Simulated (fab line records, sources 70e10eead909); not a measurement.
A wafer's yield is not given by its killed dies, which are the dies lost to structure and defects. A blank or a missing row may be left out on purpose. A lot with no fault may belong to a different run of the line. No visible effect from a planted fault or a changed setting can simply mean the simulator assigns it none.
Which tool is to blame? ; flow nand harc ; 12 lots with 36 wafers sampled at 2 steps, on a route of 1302 steps

## WHAT THE GAUGES SHOWED, per wafer
NHARC_A_M1_THK_MEAS_24: measures by xrf.
lot;measured;on;thk nm (nm)
L075;day 23 13:16;film metro-01;153.3 155.2 154.9
L077;day 23 21:26;film metro-01;153.9 152.2 156.9
L078;day 24 19:49;film metro-02;157.0 156.2 155.4
L081;day 25 12:20;film metro-02;156.0 155.4 153.2
L084;day 26 22:46;film metro-01;154.1 155.0 152.8
L085;day 27 12:22;film metro-01;151.6 156.3 153.3
L089;day 28 14:31;film metro-01;154.6 155.5 153.2
L088;day 29 06:34;film metro-01;155.1 153.6 154.3
L091;day 30 12:26;film metro-02;155.0 154.2 154.3
L092;day 30 17:08;film metro-01;152.9 152.1 150.7
L095;day 32 01:29;film metro-01;153.9 156.6 154.2
L097;day 32 18:32;film metro-02;156.1 154.6 155.5

## EACH LOT AND THE TOOL THAT RAN IT (in order: tool; ch and the chambers of the sampled wafers; start)
lot;NHARC_A_M0_ANNEAL_30
L075;rtp anneal-01 ch 0, day 23 08:28
L077;rtp anneal-01 ch 0, day 23 16:48
L078;rtp anneal-02 ch 0, day 24 15:00
L081;rtp anneal-02 ch 0, day 25 07:31
L084;rtp anneal-01 ch 0, day 26 18:02
L085;rtp anneal-02 ch 0, day 27 07:40
L089;rtp anneal-01 ch 0, day 28 09:50
L088;rtp anneal-02 ch 0, day 29 01:52
L091;rtp anneal-01 ch 0, day 30 07:40
L092;rtp anneal-01 ch 0, day 30 12:20
L095;rtp anneal-02 ch 0, day 31 20:38
L097;rtp anneal-01 ch 0, day 32 13:46
- NHARC_A_M0_ANNEAL_30: time 90 s.

## THE ANSWER, worked out from the rows above alone
Rule: what is usual is taken from the lots themselves. Put in order of their means at a reading, lots are off if they are a third of the lots or fewer, leave a main group of 4 or more, and stand apart from it by a gap of 3 or more times the standard deviation of the main group's means; of several such gaps the widest counts. Not used: any main group whose means are identical at the precision the tables above print for the reading. A lot without any number at a reading at which 4 lots or more have one is off too. The other lots that the step has rows for count as sound.
Across all readings shown, no lot is off: no conclusion can be drawn from this.

## WHAT THE SIMULATOR PUT IN
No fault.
